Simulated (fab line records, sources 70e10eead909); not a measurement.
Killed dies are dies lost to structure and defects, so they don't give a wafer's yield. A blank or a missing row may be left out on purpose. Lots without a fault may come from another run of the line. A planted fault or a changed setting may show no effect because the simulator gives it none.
Which tool did it? | flow nand_harc | 24 lots, 72 wafers sampled, at 6 steps of a route of 1302

WHAT THE GAUGES READ, wafer by wafer
The record holds no reading of a measuring or inspecting step that can be judged against a usual standard deviation.

WHICH TOOL RAN EACH LOT (tool, then ch and the chambers of the sampled wafers, then the start)
lot  | NHARC_P_M1_DESCUM_14               | NHARC_P_M1_PVD_20                       | NHARC_P_M1_ANNEAL_31             | NHARC_P_M2_PRE_CLEAN_32         | NHARC_A_CHANNEL_HOLE_D1_ETCH_34 | NHARC_A_CHANNEL_HOLE_D1_ETCH_16
L074 | rie_diel-03 ch 0,2,3, day 6 04:50  | pvd_sputter-01, day 6 06:42 or earlier  | rtp_anneal-02 ch 0, day 6 06:42  | pecvd-02 ch 0,1,2, day 6 11:37  | rie_diel-03 ch 0,1,3, no start  | rie_diel-03 ch 0,1,2, no start
L075 | rie_diel-03 ch 1,2, day 6 15:48    | pvd_sputter-02, day 6 17:32 or earlier  | rtp_anneal-01 ch 0, day 6 17:32  | pecvd-02 ch 0,2, day 6 22:37    | rie_diel-04 ch 0,1,3, no start  | rie_diel-04 ch 0,1,2, no start
L076 | rie_diel-11 ch 1,2, day 7 00:43    | pvd_sputter-03, day 7 02:29 or earlier  | rtp_anneal-01 ch 0, day 7 02:29  | pecvd-03 ch 0,1,2, day 7 07:34  | rie_diel-12 ch 1,3, no start    | rie_diel-12 ch 0,2, no start
L077 | rie_diel-03 ch 1,3, day 7 16:44    | pvd_sputter-03, day 7 18:49 or earlier  | rtp_anneal-02 ch 0, day 7 18:49  | pecvd-03 ch 0,1,2, day 7 23:52  | rie_diel-03 ch 0,1, no start    | rie_diel-03 ch 2,3, no start
L078 | rie_diel-03 ch 1,3, day 7 20:43    | pvd_sputter-03, day 7 22:32 or earlier  | rtp_anneal-01 ch 0, day 7 22:32  | pecvd-03 ch 0,2, day 8 03:32    | rie_diel-12 ch 0,1,2, no start  | rie_diel-12 ch 2,3, no start
L079 | rie_diel-11 ch 1,2, day 8 04:09    | pvd_sputter-02, day 8 05:54 or earlier  | rtp_anneal-02 ch 0, day 8 05:54  | pecvd-03 ch 0,2, day 8 10:59    | rie_diel-12 ch 0,1,2, no start  | rie_diel-12 ch 0,2,3, no start
L080 | rie_diel-03 ch 2,3, day 9 00:19    | pvd_sputter-03, day 9 02:07 or earlier  | rtp_anneal-01 ch 0, day 9 02:07  | pecvd-03 ch 0,1,2, day 9 07:13  | rie_diel-03 ch 0,1,3, no start  | rie_diel-03 ch 0,1, no start
L081 | rie_diel-03 ch 0,2,3, day 9 06:17  | pvd_sputter-01, day 9 08:11 or earlier  | rtp_anneal-02 ch 0, day 9 08:11  | pecvd-02 ch 0,1,2, day 9 13:20  | rie_diel-04 ch 0,1,2, no start  | rie_diel-04 ch 1,2, no start
L082 | rie_diel-03 ch 1,2, day 9 14:40    | pvd_sputter-01, day 9 16:29 or earlier  | rtp_anneal-01 ch 0, day 9 16:29  | pecvd-02 ch 0,2, day 9 21:29    | rie_diel-03 ch 1,2, no start    | rie_diel-03 ch 0,1,2, no start
L083 | rie_diel-03 ch 0,1,2, day 10 07:22 | pvd_sputter-01, day 10 09:06 or earlier | rtp_anneal-02 ch 0, day 10 09:06 | pecvd-01 ch 1,2, day 10 14:05   | rie_diel-03 ch 0,1,2, no start  | rie_diel-03 ch 0,1,2, no start
L084 | rie_diel-11 ch 0,2, day 10 10:29   | pvd_sputter-02, day 10 12:18 or earlier | rtp_anneal-02 ch 0, day 10 12:18 | pecvd-03 ch 0,1,2, day 10 17:23 | rie_diel-03 ch 0,1,3, no start  | rie_diel-03 ch 0,3, no start
L085 | rie_diel-11 ch 2,3, day 10 19:34   | pvd_sputter-02, day 10 21:23 or earlier | rtp_anneal-01 ch 0, day 10 21:23 | pecvd-03 ch 0,1, day 11 02:27   | rie_diel-03 ch 1,2, no start    | rie_diel-03 ch 0,2, no start
L086 | rie_diel-11 ch 0,1,3, day 11 03:13 | pvd_sputter-03, day 11 05:01 or earlier | rtp_anneal-02 ch 0, day 11 05:01 | pecvd-02 ch 0,1, day 11 09:56   | rie_diel-03 ch 0,1,3, no start  | rie_diel-03 ch 2,3, no start
L087 | rie_diel-03 ch 1,2,3, day 11 10:31 | pvd_sputter-02, day 11 12:17 or earlier | rtp_anneal-02 ch 0, day 11 12:17 | pecvd-02 ch 0,1,2, day 11 17:14 | rie_diel-03 ch 0,1,3, no start  | rie_diel-03 ch 0,1,2, no start
L088 | rie_diel-11 ch 0,2,3, day 12 11:46 | pvd_sputter-01, day 12 14:07 or earlier | rtp_anneal-01 ch 0, day 12 14:07 | pecvd-01 ch 0,1,2, day 12 19:02 | rie_diel-03 ch 0,2, no start    | rie_diel-03 ch 1,2, no start
L089 | rie_diel-03 ch 0,1,2, day 12 12:11 | pvd_sputter-02, day 12 14:19 or earlier | rtp_anneal-01 ch 0, day 12 14:19 | pecvd-02 ch 0,1,2, day 12 19:22 | rie_diel-03 ch 1,2,3, no start  | rie_diel-03 ch 1,2,3, no start
L091 | rie_diel-11 ch 0,1,2, day 13 13:08 | pvd_sputter-03, day 13 14:54 or earlier | rtp_anneal-02 ch 0, day 13 14:54 | pecvd-02 ch 0,1,2, day 13 19:57 | rie_diel-03 ch 0,1,2, no start  | rie_diel-03 ch 0,1,2, no start
L090 | rie_diel-11 ch 0,2, day 13 14:07   | pvd_sputter-01, day 13 15:52 or earlier | rtp_anneal-02 ch 0, day 13 15:52 | pecvd-02 ch 0,1, day 13 20:58   | rie_diel-12 ch 1,2, no start    | rie_diel-12 ch 1,3, no start
L093 | rie_diel-11 ch 1,2,3, day 14 01:55 | pvd_sputter-01, day 14 04:05 or earlier | rtp_anneal-02 ch 0, day 14 04:05 | pecvd-03 ch 0,1, day 14 09:13   | rie_diel-04 ch 0,3, no start    | rie_diel-04 ch 1,3, no start
L092 | rie_diel-11 ch 0,1,2, day 14 02:50 | pvd_sputter-03, day 14 04:38 or earlier | rtp_anneal-02 ch 0, day 14 04:38 | pecvd-02 ch 0,1, day 14 09:44   | rie_diel-03 ch 0,2, no start    | rie_diel-03 ch 1,3, no start
L094 | rie_diel-03 ch 2,3, day 14 18:28   | pvd_sputter-02, day 14 20:21 or earlier | rtp_anneal-02 ch 0, day 14 20:21 | pecvd-02 ch 0,1, day 15 01:16   | rie_diel-03 ch 1,2, no start    | rie_diel-03 ch 0,3, no start
L095 | rie_diel-11 ch 0,1,3, day 15 06:36 | pvd_sputter-01, day 15 08:25 or earlier | rtp_anneal-02 ch 0, day 15 08:25 | pecvd-03 ch 0,1,2, day 15 13:25 | rie_diel-03 ch 0,2,3, no start  | rie_diel-03 ch 0,1,3, no start
L096 | rie_diel-03 ch 0,2,3, day 15 11:14 | pvd_sputter-01, day 15 12:59 or earlier | rtp_anneal-02 ch 0, day 15 12:59 | pecvd-03 ch 0,2, day 15 18:06   | rie_diel-03 ch 0,1,2, no start  | rie_diel-03 ch 0,1,3, no start
L097 | rie_diel-03 ch 0,1,2, day 15 12:29 | pvd_sputter-02, day 15 14:23 or earlier | rtp_anneal-01 ch 0, day 15 14:23 | pecvd-03 ch 0,1,2, day 15 19:11 | rie_diel-04 ch 0,2,3, no start  | rie_diel-04 ch 1,2,3, no start
- NHARC_P_M1_DESCUM_14: chemistry O2, time 3 s.
- NHARC_P_M1_PVD_20: deposits TaN, target thk 5 nm, time 8.06 s.
- NHARC_P_M1_ANNEAL_31: time 90 s.
- NHARC_P_M2_PRE_CLEAN_32: time 12 s.
- NHARC_A_CHANNEL_HOLE_D1_ETCH_34: etches the open film in CF4/CHF3, target depth 154 nm, time 77 s.
- NHARC_A_CHANNEL_HOLE_D1_ETCH_16: etches the open film in O2/COS, target depth 3100 nm, time 806 s.

WHAT THE TOOLS THEMSELVES READ (means of the sampled wafers that have a number; where no wafer has one, the mark that the record gives instead)
NHARC_P_M1_DESCUM_14.
lot  | tool        | drypump_motor_current_A (A) | oes_product_au (a.u.) | rf_vpp_V (V) | showerhead_plenum_p_Torr (Torr) | throttle_valve_pct (%)
L074 | rie_diel-03 | 5.6                         | 1.000                 | 58.2         | 1.83                            | 11.316
L075 | rie_diel-03 | 5.2                         | 0.991                 | 58.2         | 1.91                            | 11.318
L076 | rie_diel-11 | 5.6                         | 1.008                 | 57.9         | 1.90                            | 11.311
L077 | rie_diel-03 | 6.0                         | 0.984                 | 57.7         | 1.87                            | 11.308
L078 | rie_diel-03 | 5.9                         | 0.989                 | 57.8         | 1.93                            | 11.308
L079 | rie_diel-11 | 5.4                         | 1.014                 | 57.8         | 1.90                            | 11.311
L080 | rie_diel-03 | 5.7                         | 0.982                 | 56.6         | 1.83                            | 11.307
L081 | rie_diel-03 | 5.6                         | 0.992                 | 57.6         | 1.83                            | 11.307
L082 | rie_diel-03 | 5.3                         | 0.985                 | 58.5         | 1.91                            | 11.308
L083 | rie_diel-03 | 5.5                         | 1.005                 | 57.0         | 1.89                            | 11.314
L084 | rie_diel-11 | 5.6                         | 1.008                 | 57.9         | 1.86                            | 11.314
L085 | rie_diel-11 | 6.0                         | 1.003                 | 58.0         | 1.91                            | 11.311
L086 | rie_diel-11 | 5.6                         | 1.010                 | 57.9         | 1.89                            | 11.308
L087 | rie_diel-03 | 5.6                         | 0.993                 | 57.6         | 1.89                            | 11.318
L088 | rie_diel-11 | 5.8                         | 1.013                 | 57.2         | 1.88                            | 11.306
L089 | rie_diel-03 | 5.5                         | 0.997                 | 58.1         | 1.89                            | 11.316
L091 | rie_diel-11 | 5.5                         | 1.000                 | 56.5         | 1.87                            | 11.311
L090 | rie_diel-11 | 5.7                         | 1.005                 | 57.5         | 1.86                            | 11.312
L093 | rie_diel-11 | 5.8                         | 1.004                 | 58.0         | 1.92                            | 11.313
L092 | rie_diel-11 | 5.5                         | 1.004                 | 57.6         | 1.87                            | 11.318
L094 | rie_diel-03 | 5.7                         | 1.002                 | 57.9         | 1.82                            | 11.317
L095 | rie_diel-11 | 5.6                         | 1.005                 | 58.1         | 1.89                            | 11.312
L096 | rie_diel-03 | 5.6                         | 0.991                 | 57.3         | 1.83                            | 11.309
L097 | rie_diel-03 | 5.5                         | 0.997                 | 57.6         | 1.89                            | 11.315

NHARC_P_M1_PVD_20.
lot  | tool           | cathode_dc_power_W (W) | throttle_valve_pct (%)
L074 | pvd_sputter-01 | 15003                  | 30.4
L075 | pvd_sputter-02 | 15001                  | 29.2
L076 | pvd_sputter-03 | 15000                  | 29.8
L077 | pvd_sputter-03 | 15000                  | 30.0
L078 | pvd_sputter-03 | 14999                  | 31.0
L079 | pvd_sputter-02 | 14998                  | 29.9
L080 | pvd_sputter-03 | 15003                  | 30.3
L081 | pvd_sputter-01 | 14997                  | 30.4
L082 | pvd_sputter-01 | 15000                  | 30.2
L083 | pvd_sputter-01 | 14997                  | 30.0
L084 | pvd_sputter-02 | 14999                  | 30.1
L085 | pvd_sputter-02 | 14999                  | 29.4
L086 | pvd_sputter-03 | 15002                  | 30.6
L087 | pvd_sputter-02 | 14999                  | 28.9
L088 | pvd_sputter-01 | 15000                  | 30.2
L089 | pvd_sputter-02 | 15001                  | 29.8
L091 | pvd_sputter-03 | 15001                  | 30.4
L090 | pvd_sputter-01 | 15000                  | 29.9
L093 | pvd_sputter-01 | 15002                  | 30.6
L092 | pvd_sputter-03 | 15001                  | 30.3
L094 | pvd_sputter-02 | 15000                  | 30.2
L095 | pvd_sputter-01 | 15000                  | 30.5
L096 | pvd_sputter-01 | 15002                  | 30.1
L097 | pvd_sputter-02 | 14999                  | 30.0

NHARC_P_M1_ANNEAL_31.
lot  | tool          | wafer_temp_C_max
L074 | rtp_anneal-02 | 225.61
L075 | rtp_anneal-01 | 225.69
L076 | rtp_anneal-01 | 225.94
L077 | rtp_anneal-02 | 225.53
L078 | rtp_anneal-01 | 226.04
L079 | rtp_anneal-02 | 225.53
L080 | rtp_anneal-01 | 226.11
L081 | rtp_anneal-02 | 225.70
L082 | rtp_anneal-01 | 226.07
L083 | rtp_anneal-02 | 225.64
L084 | rtp_anneal-02 | 225.74
L085 | rtp_anneal-01 | 225.71
L086 | rtp_anneal-02 | 225.78
L087 | rtp_anneal-02 | 225.86
L088 | rtp_anneal-01 | 225.99
L089 | rtp_anneal-01 | 225.95
L091 | rtp_anneal-02 | 225.64
L090 | rtp_anneal-02 | 225.52
L093 | rtp_anneal-02 | 225.78
L092 | rtp_anneal-02 | 225.72
L094 | rtp_anneal-02 | 225.83
L095 | rtp_anneal-02 | 225.79
L096 | rtp_anneal-02 | 225.86
L097 | rtp_anneal-01 | 226.14

NHARC_P_M2_PRE_CLEAN_32.
lot  | tool     | heater_power_w (W)
L074 | pecvd-02 | 634
L075 | pecvd-02 | 573
L076 | pecvd-03 | 644
L077 | pecvd-03 | 644
L078 | pecvd-03 | 621
L079 | pecvd-03 | 572
L080 | pecvd-03 | 639
L081 | pecvd-02 | 613
L082 | pecvd-02 | 541
L083 | pecvd-01 | 676
L084 | pecvd-03 | 658
L085 | pecvd-03 | 678
L086 | pecvd-02 | 569
L087 | pecvd-02 | 599
L088 | pecvd-01 | 730
L089 | pecvd-02 | 618
L091 | pecvd-02 | 650
L090 | pecvd-02 | 580
L093 | pecvd-03 | 740
L092 | pecvd-02 | 665
L094 | pecvd-02 | 596
L095 | pecvd-03 | 684
L096 | pecvd-03 | 724
L097 | pecvd-03 | 678

NHARC_A_CHANNEL_HOLE_D1_ETCH_34.
lot  | tool        | cf4_flow_sccm (sccm) | drypump_motor_current_A (A) | oes_product_au (a.u.) | rf_vpp_V (V) | showerhead_plenum_p_Torr (Torr) | throttle_valve_pct (%)
L074 | rie_diel-03 | 100.1                | 5.9                         | 0.922                 | 369.5        | 1.54                            | 16.803
L075 | rie_diel-04 | 99.9                 | 5.7                         | 0.971                 | 371.2        | 1.60                            | 16.804
L076 | rie_diel-12 | 99.7                 | 5.7                         | 0.899                 | 369.6        | 1.54                            | 16.788
L077 | rie_diel-03 | 99.9                 | 5.7                         | 0.921                 | 369.5        | 1.54                            | 16.808
L078 | rie_diel-12 | 100.0                | 5.8                         | 0.969                 | 369.9        | 1.57                            | 16.805
L079 | rie_diel-12 | 99.7                 | 5.8                         | 0.913                 | 370.3        | 1.57                            | 16.804
L080 | rie_diel-03 | 100.0                | 5.8                         | 0.912                 | 369.6        | 1.54                            | 16.807
L081 | rie_diel-04 | 99.7                 | 5.9                         | 0.972                 | 372.7        | 1.63                            | 16.798
L082 | rie_diel-03 | 100.0                | 5.3                         | 0.921                 | 370.5        | 1.57                            | 16.799
L083 | rie_diel-03 | 99.9                 | 5.5                         | 0.923                 | 369.8        | 1.56                            | 16.801
L084 | rie_diel-03 | 100.0                | 5.9                         | 0.912                 | 368.7        | 1.54                            | 16.800
L085 | rie_diel-03 | 100.1                | 5.2                         | 0.982                 | 370.5        | 1.57                            | 16.802
L086 | rie_diel-03 | 99.8                 | 5.9                         | 0.965                 | 369.7        | 1.54                            | 16.798
L087 | rie_diel-03 | 100.1                | 5.8                         | 0.968                 | 369.4        | 1.54                            | 16.801
L088 | rie_diel-03 | 99.7                 | 5.2                         | 0.977                 | 369.7        | 1.53                            | 16.799
L089 | rie_diel-03 | 100.2                | 5.6                         | 0.969                 | 370.3        | 1.55                            | 16.796
L091 | rie_diel-03 | 100.2                | 5.5                         | 0.968                 | 369.3        | 1.56                            | 16.807
L090 | rie_diel-12 | 99.7                 | 5.8                         | 0.935                 | 370.7        | 1.58                            | 16.794
L093 | rie_diel-04 | 99.9                 | 5.8                         | 0.995                 | 371.6        | 1.58                            | 16.797
L092 | rie_diel-03 | 99.9                 | 5.5                         | 0.923                 | 368.9        | 1.51                            | 16.810
L094 | rie_diel-03 | 100.1                | 5.2                         | 0.916                 | 369.5        | 1.57                            | 16.807
L095 | rie_diel-03 | 99.8                 | 5.6                         | 0.930                 | 367.9        | 1.51                            | 16.801
L096 | rie_diel-03 | 100.1                | 5.5                         | 0.928                 | 370.1        | 1.56                            | 16.807
L097 | rie_diel-04 | 100.2                | 5.9                         | 0.984                 | 370.7        | 1.60                            | 16.799

NHARC_A_CHANNEL_HOLE_D1_ETCH_16.
lot  | tool        | cos_flow_sccm (sccm) | drypump_motor_current_A (A) | oes_product_au (a.u.) | rf_vpp_V (V) | showerhead_plenum_p_Torr (Torr) | throttle_valve_pct (%)
L074 | rie_diel-03 | 19.96                | 5.5                         | 1.005                 | 313.8        | 3.09                            | 28.326
L075 | rie_diel-04 | 19.98                | 5.9                         | 1.010                 | 315.5        | 3.24                            | 28.328
L076 | rie_diel-12 | 19.94                | 5.8                         | 0.989                 | 314.2        | 3.12                            | 28.323
L077 | rie_diel-03 | 20.05                | 5.4                         | 0.990                 | 313.0        | 3.03                            | 28.327
L078 | rie_diel-12 | 20.04                | 5.7                         | 0.977                 | 313.4        | 3.11                            | 28.328
L079 | rie_diel-12 | 20.03                | 5.8                         | 0.984                 | 313.8        | 3.06                            | 28.318
L080 | rie_diel-03 | 20.02                | 5.8                         | 1.005                 | 313.2        | 3.07                            | 28.330
L081 | rie_diel-04 | 20.02                | 6.0                         | 1.013                 | 316.5        | 3.28                            | 28.329
L082 | rie_diel-03 | 19.95                | 5.5                         | 0.999                 | 314.8        | 3.09                            | 28.327
L083 | rie_diel-03 | 19.91                | 5.5                         | 0.997                 | 313.4        | 3.09                            | 28.324
L084 | rie_diel-03 | 20.01                | 6.0                         | 0.986                 | 311.1        | 2.96                            | 28.325
L085 | rie_diel-03 | 19.98                | 5.5                         | 0.999                 | 313.2        | 3.00                            | 28.329
L086 | rie_diel-03 | 20.04                | 5.7                         | 1.001                 | 311.8        | 2.99                            | 28.331
L087 | rie_diel-03 | 19.97                | 5.5                         | 0.996                 | 313.0        | 3.09                            | 28.331
L088 | rie_diel-03 | 19.96                | 5.3                         | 0.999                 | 314.1        | 3.11                            | 28.331
L089 | rie_diel-03 | 20.01                | 5.6                         | 0.990                 | 313.9        | 3.08                            | 28.337
L091 | rie_diel-03 | 19.94                | 5.5                         | 0.995                 | 313.5        | 3.09                            | 28.331
L090 | rie_diel-12 | 20.01                | 5.7                         | 0.998                 | 313.5        | 3.09                            | 28.334
L093 | rie_diel-04 | 19.99                | 5.6                         | 1.010                 | 314.3        | 3.12                            | 28.328
L092 | rie_diel-03 | 20.02                | 6.0                         | 0.991                 | 312.5        | 3.05                            | 28.333
L094 | rie_diel-03 | 20.01                | 6.0                         | 0.995                 | 311.4        | 2.96                            | 28.334
L095 | rie_diel-03 | 19.99                | 5.8                         | 0.997                 | 313.4        | 3.05                            | 28.333
L096 | rie_diel-03 | 20.01                | 5.9                         | 1.000                 | 313.6        | 3.05                            | 28.321
L097 | rie_diel-04 | 19.98                | 5.8                         | 1.005                 | 315.4        | 3.18                            | 28.327

THE ANSWER, worked out from the rows above alone
Rule: what is usual is taken from the lots themselves. Put in order of their means at a reading, lots are off if they are a third of the lots or fewer, leave a main group of 4 or more, and stand apart from it by a gap of 3 or more times the standard deviation of the main group's means; of several such gaps the widest counts. A main group whose means are all the same, to the digits that the tables above print for the reading, isn't used. A lot without any number at a reading at which 4 lots or more have one is off too. The other lots that the step has rows for count as sound. The gauges are gone through in route order, then the tools' own readings, and for those a lot's mean is taken as printed above. The first step at which some lot is off is used, and at that step the reading that is off furthest; a lot without a number counts as furthest.
No lot is off at any reading shown: from this, nothing can be told.

WHAT THE SIMULATOR HAD PUT IN
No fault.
